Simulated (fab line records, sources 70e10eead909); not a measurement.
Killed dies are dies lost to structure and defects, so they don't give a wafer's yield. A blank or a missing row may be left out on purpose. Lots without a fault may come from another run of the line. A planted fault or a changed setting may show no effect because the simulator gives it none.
Tool commonality check | flow nand_harc | 3 lots, 9 wafers sampled

WHY IT WAS OPENED
At NHARC_END_SORT_01 the reading killed_at_periphery is flagged on 3 of 3 lots. Wafers without a fault read 3.6, standard deviation 2.3.
Rule: a lot is flagged when every wafer of it that has a number lies more than 4 standard deviations from that mean, or none has a number. The other lots count as sound.

lot  | measured     | on        | killed_at_periphery, wafer by wafer | flag
L450 | day 21 16:42 | prober-01 | 645 649 638                         | FLAGGED
L449 | day 22 14:58 | prober-02 | 646 657 645                         | FLAGGED
L451 | day 22 22:02 | prober-01 | 658 657 660                         | FLAGGED
The numbers of the flagged lots are 650.6 on average: +647.0 against the usual, or +99 or more standard deviations.

WHICH TOOL RAN EACH LOT
The record holds 4 process steps before the reading, out of a route of 1159 steps. In each cell: the tool, then ch and the chambers that the sampled wafers went through, then the start.
lot  | flag    | NHARC_P_CONTACT_ETCH_18                      | NHARC_P_CONTACT_ETCH_31           | NHARC_P_CONTACT_PVD_32                 | NHARC_P_CONTACT_ALD_22
L450 | FLAGGED | rie_diel-02 ch 2,3, day 8 02:00 or earlier   | rie_diel-02 ch 0,2, day 8 02:00   | pvd_sputter-03, day 8 03:06 or earlier | ald_metal-04 ch 0,3, day 8 03:06
L449 | FLAGGED | rie_diel-02 ch 0,1,3, day 8 04:58 or earlier | rie_diel-02 ch 0,1,3, day 8 04:58 | pvd_sputter-03, day 8 06:04 or earlier | ald_metal-01 ch 0,2,3, day 8 06:04
L451 | FLAGGED | rie_diel-02 ch 1,2,3, day 8 07:47 or earlier | rie_diel-02 ch 1,2, day 8 07:47   | pvd_sputter-02, day 8 08:55 or earlier | ald_metal-04 ch 0,2,3, day 8 08:55
What these steps do:
- NHARC_P_CONTACT_ETCH_18: etches the open film in C4F8/O2/Ar, target depth 481 nm, time 240.5 s.
- NHARC_P_CONTACT_ETCH_31: etches the open film in CH3F/O2, target depth 30 nm, time 85.7 s.
- NHARC_P_CONTACT_PVD_32: deposits Ti, target thk 5 nm, time 17.7 s.
- NHARC_P_CONTACT_ALD_22: deposits TiN, target thk 3 nm, pulse time 1 s, ald cycles 150.
- NHARC_END_SORT_01

FLAGGED OVER TOTAL, TOOL BY TOOL (the gauges that took the reading come last)
step                    | tool           | lots run | flagged | share of the flagged lots | sound lots run after its first flagged lot
NHARC_P_CONTACT_ETCH_18 | rie_diel-02    | 3        | 3       | all                       | 0
NHARC_P_CONTACT_ETCH_31 | rie_diel-02    | 3        | 3       | all                       | 0
NHARC_P_CONTACT_PVD_32  | pvd_sputter-02 | 1        | 1       | some                      | 0
NHARC_P_CONTACT_PVD_32  | pvd_sputter-03 | 2        | 2       | some                      | 0
NHARC_P_CONTACT_ALD_22  | ald_metal-01   | 1        | 1       | some                      | 0
NHARC_P_CONTACT_ALD_22  | ald_metal-04   | 2        | 2       | some                      | 0
NHARC_END_SORT_01       | prober-01      | 2        | 2       | some                      | 0
NHARC_END_SORT_01       | prober-02      | 1        | 1       | some                      | 0
NHARC_P_CONTACT_ETCH_18 gives no start for some lots, so the hours and the order of its lots are those of NHARC_P_CONTACT_ETCH_31. NHARC_P_CONTACT_PVD_32 gives no start for some lots, so the hours and the order of its lots are those of NHARC_P_CONTACT_ALD_22.

WHAT THE TABLE ALLOWS
2 rows of the table ran every flagged lot: rie_diel-02 at NHARC_P_CONTACT_ETCH_18, rie_diel-02 at NHARC_P_CONTACT_ETCH_31.
- rie_diel-02 at NHARC_P_CONTACT_ETCH_18: 3 of its 3 lots flagged. It ran no sound lot before its first flagged lot in this sample, so the start can't be narrowed down.
- rie_diel-02 at NHARC_P_CONTACT_ETCH_31: 3 of its 3 lots flagged. It ran no sound lot before its first flagged lot in this sample, so the start can't be narrowed down.
One tool is left: rie_diel-02 at NHARC_P_CONTACT_ETCH_18 and NHARC_P_CONTACT_ETCH_31.

WHAT THE SIMULATOR HAD PUT IN
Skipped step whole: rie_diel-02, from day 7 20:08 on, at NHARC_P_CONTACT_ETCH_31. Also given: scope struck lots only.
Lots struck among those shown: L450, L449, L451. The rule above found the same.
